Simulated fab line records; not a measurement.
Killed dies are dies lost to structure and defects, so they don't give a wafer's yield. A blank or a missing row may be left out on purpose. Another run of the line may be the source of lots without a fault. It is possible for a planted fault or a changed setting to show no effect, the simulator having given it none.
Struck lot and sound lot, side by side ; flow nandHarc ; 13 steps out of a route of 1302
Sound: these wafers, L833.4, L833.5, L833.6. The struck wafers were L852.3, L852.5, L852.6. At the end, the cause is stated.
At each step with rows: each side's tool, then ch and its chambers, then its first start. Under that, the readings that differ: sound wafers ; struck wafers ; difference of the means ; sigmas: that difference in standard deviations of wafers without a fault.
alike: words and numbers the same on both sides, and readings whose means are apart by under 2 such deviations; not compared: readings that were withheld, readings missing a value for some wafer, numbers with overlapping values and no deviation given by the record, and bounds like >300 which may hide the same value.
A row with sigmas, a row that says differs or no value, or rows on one side alone: a step with any of these is where the two part. Numbers that don't overlap but have no deviation are shown without sigmas and don't part them. A reading that every wafer of one side lacks parts them only if that side has two wafers or more.

NHARC_A_CHANNEL_FILL_D1_ETCHBACK_20: etches the open film in C4F8/O2/Ar, target depth 27 nm, time 13.5 s.
  sound on rieDiel-12 ch 0,1,2, day 9 22:06; struck on rieDiel-13 ch 0,1,3, day 18 07:59
  alike: oesProductAu, rfVppV
  not compared: rfHoursCounterH
NHARC_A_CHANNEL_FILL_D1_STRIP_28: strips in O2, time 20 s.
  sound on rieDiel-12 ch 0,1,2, day 9 22:10; struck on rieDiel-13 ch 1,2, day 18 08:04
  alike: drypumpMotorCurrentA, mfcArSccm, oesProductAu, rfVppV, showerheadPlenumPTorr, throttleValvePct
  not compared: rfHoursCounterH
then, 4 steps without rows for these wafers: NHARC_A_CHANNEL_FILL_D1_PRECLEAN_21 (cleans in dHF, time 30 s); NHARC_A_CHANNEL_FILL_D1_SRD_23; NHARC_A_CHANNEL_FILL_D1_CVD_05 (deposits poly-Si, target thk 5 nm); NHARC_A_CHANNEL_FILL_D1_ANNEAL_22 (time 7200 s).
NHARC_A_CHANNEL_FILL_D1_ALD_25: deposits SiOx, target thk 60 nm, pulse time 10 s, ald cycles 600.
  sound on aldHk-03 ch 0,1,3, day 10 11:11; struck on aldHk-01 ch 0,1,3, day 18 23:14
  alike: heaterPowerW, precursorPulseHeightRel
NHARC_A_CHANNEL_FILL_D1_ETCHBACK_08: etches the open film in C4F8, target depth 220 nm, time 110 s.
  sound on rieDiel-09 ch 1,2; struck on rieDiel-12 ch 0,1,3
  alike: oesProductAu, rfVppV
  not compared: rfHoursCounterH
NHARC_A_CHANNEL_FILL_D1_STRIP_29: strips in O2, time 20 s.
  sound on rieDiel-09 ch 1,2,3; struck on rieDiel-12 ch 1,2,3
  alike: drypumpMotorCurrentA, mfcArSccm, oesProductAu, rfVppV, showerheadPlenumPTorr, throttleValvePct
  not compared: rfHoursCounterH
then, 2 steps without rows for these wafers: NHARC_A_CHANNEL_FILL_D1_PRECLEAN_30 (cleans in dHF, time 30 s); NHARC_A_CHANNEL_FILL_D1_SRD_31.
NHARC_A_CHANNEL_FILL_D1_CVD_09: deposits poly-Si, target thk 150 nm, time 3000 s.
  struck on lpcvdPoly-04, day 19 06:04; sound on lpcvdPoly-04 ch 0, day 10 18:02
  no value came back on the struck wafers for pressureMtorr (mTorr), runLengthS (s), spikeTcCentreC (C); on the sound wafers pressureMtorr (mTorr) reads 199.9 200.2 199.7
NHARC_A_CHANNEL_FILL_D1_CMP_10: polishes, target thk 150 nm.
  sound on cmp-02 ch 1,2, day 10 21:14; struck on cmp-02 ch 2,3, day 19 09:16
reading;sound;struck;difference;sigmas
timeToEndpointS (s);19 19 15;6 5 10;-11;-3
  alike: motorCurrentA

== WHERE THEY PART ==
Last at NHARC_A_CHANNEL_FILL_D1_CMP_10 as far as this record goes, first at NHARC_A_CHANNEL_FILL_D1_CVD_09.

WHY: what the simulator had put in
Whole step skipped at NHARC_A_CHANNEL_FILL_D1_CVD_09 on lpcvdPoly-04, starting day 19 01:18. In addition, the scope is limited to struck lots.
